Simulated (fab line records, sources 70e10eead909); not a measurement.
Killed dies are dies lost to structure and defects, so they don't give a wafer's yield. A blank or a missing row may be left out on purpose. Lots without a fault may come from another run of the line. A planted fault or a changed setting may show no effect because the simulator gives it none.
A struck lot beside a sound one | flow nand_harc | 15 steps out of a route of 1302
Sound: wafers L957.1, L957.2, L957.5. Struck: wafer L968.6. (L968.3 of the same lot was not struck and is left out.) The cause comes at the end.
At each step with rows: each side's tool, then ch and its chambers, then its first start. Under that, the readings that differ: sound wafers | struck wafers | difference of the means | sigmas: that difference in standard deviations of wafers without a fault.
alike: readings whose means differ by less than 2 such deviations, and words and numbers that are the same on both sides. not compared: withheld readings, readings that some wafer has no value for, bounds like >300 that may hide the same value, and numbers for which the record gives no deviation and whose values overlap.
The two part at a step that has a row with sigmas, a row that says differs or no value, or rows on one side only. Numbers that don't overlap but have no deviation are shown without sigmas and don't part them. A reading that every wafer of one side lacks parts them only if that side has two wafers or more.

first, 7 steps without rows for these wafers: NHARC_A_CONTACT_COAT_87 (time 65 s); NHARC_A_CONTACT_COAT_02 (resist thk 90 nm); NHARC_A_CONTACT_SOFTBAKE_03 (time 55 s); NHARC_A_CONTACT_EBR_04; NHARC_A_CONTACT_EXPOSE_05 (exposes mask A CC); NHARC_A_CONTACT_PEB_06 (peb time 65 s); NHARC_A_CONTACT_DEVELOP_07 (develop time 35 s).
NHARC_A_CONTACT_CD_MEAS_08: target cd 200 nm.
  sound on cd_sem-02 ch 0, day 22 19:43; struck on cd_sem-02 ch 0, day 27 14:58
  alike: cd_nm
NHARC_A_CONTACT_OVL_MEAS_09:
  sound on overlay-01, day 22 19:49; struck on overlay-02, day 27 15:02
  alike: overlay_x_nm, overlay_y_nm
NHARC_A_CONTACT_INSPECT_10:
  sound on defect_inspect-01, day 22 19:51; struck on defect_inspect-01, day 27 15:05
  alike: raw_defect_count
NHARC_A_CONTACT_DESCUM_13: chemistry O2, time 3 s.
  sound on rie_diel-04 ch 0,1,2, day 22 19:55; struck on rie_diel-09 ch 1, day 27 15:08
  alike: drypump_motor_current_A, oes_product_au, rf_vpp_V, showerhead_plenum_p_Torr, throttle_valve_pct
  not compared: rf_hours_counter_h
NHARC_A_CONTACT_ETCH_88: etches the open film in CF4, target depth 39 nm, time 65 s.
  sound on rie_diel-04 ch 1,2,3, day 22 20:01; struck on rie_diel-09 ch 2, day 27 15:14
  alike: drypump_motor_current_A, oes_product_au, rf_vpp_V, showerhead_plenum_p_Torr, throttle_valve_pct
  not compared: rf_hours_counter_h
NHARC_A_CONTACT_ETCH_89: etches the open film in N2/H2, target depth 260 nm, time 475.3 s.
  sound on rie_diel-04 ch 1,3, day 22 20:07; struck on rie_diel-09 ch 0, day 27 15:19
  reading                     | sound             | struck | difference | sigmas
  drypump_motor_current_A (A) | 6.0 6.7 6.7       | 5.5    | -1.0       | -2
  oes_product_au (a.u.)       | 0.997 1.002 1.007 | 0.831  | -0.171     | -22
  alike: rf_vpp_V, showerhead_plenum_p_Torr, throttle_valve_pct
  not compared: rf_hours_counter_h
NHARC_A_CONTACT_ETCH_30: etches the open film in CF4/CHF3, target depth 72.6 nm, time 36.3 s.
  sound on rie_diel-04 ch 2,3; struck on rie_diel-09 ch 3
  alike: drypump_motor_current_A, oes_product_au, rf_vpp_V, showerhead_plenum_p_Torr, throttle_valve_pct
  not compared: rf_hours_counter_h
-- the record jumps here: 2 days lie between the struck wafers' starts before and after (it left off in module A_CONTACT and takes up again in module END, whose first step shown is number 1302 of the route) --
NHARC_END_SORT_01:
  sound on prober-02 ch 0, day 25 06:49; struck on prober-01 ch 0, day 29 23:31
  reading         | sound    | struck | difference | sigmas
  killed_at_array | 71 65 74 | 248    | +178       | +8
  killed_at_other | 2 3 4    | 0      | -3         | -2
  killed_dies     | 74 72 82 | 249    | +173       | +8
  killed_open     | 6 4 9    | 1      | -5         | -3
  alike: killed_at_periphery, killed_short

WHERE THEY PART
First at NHARC_A_CONTACT_ETCH_89; last, within this record, at NHARC_END_SORT_01.

WHY: what the simulator had put in
Process parameter drift: rie_diel-09, from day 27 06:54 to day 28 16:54, at NHARC_A_CONTACT_ETCH_89. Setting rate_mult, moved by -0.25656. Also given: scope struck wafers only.
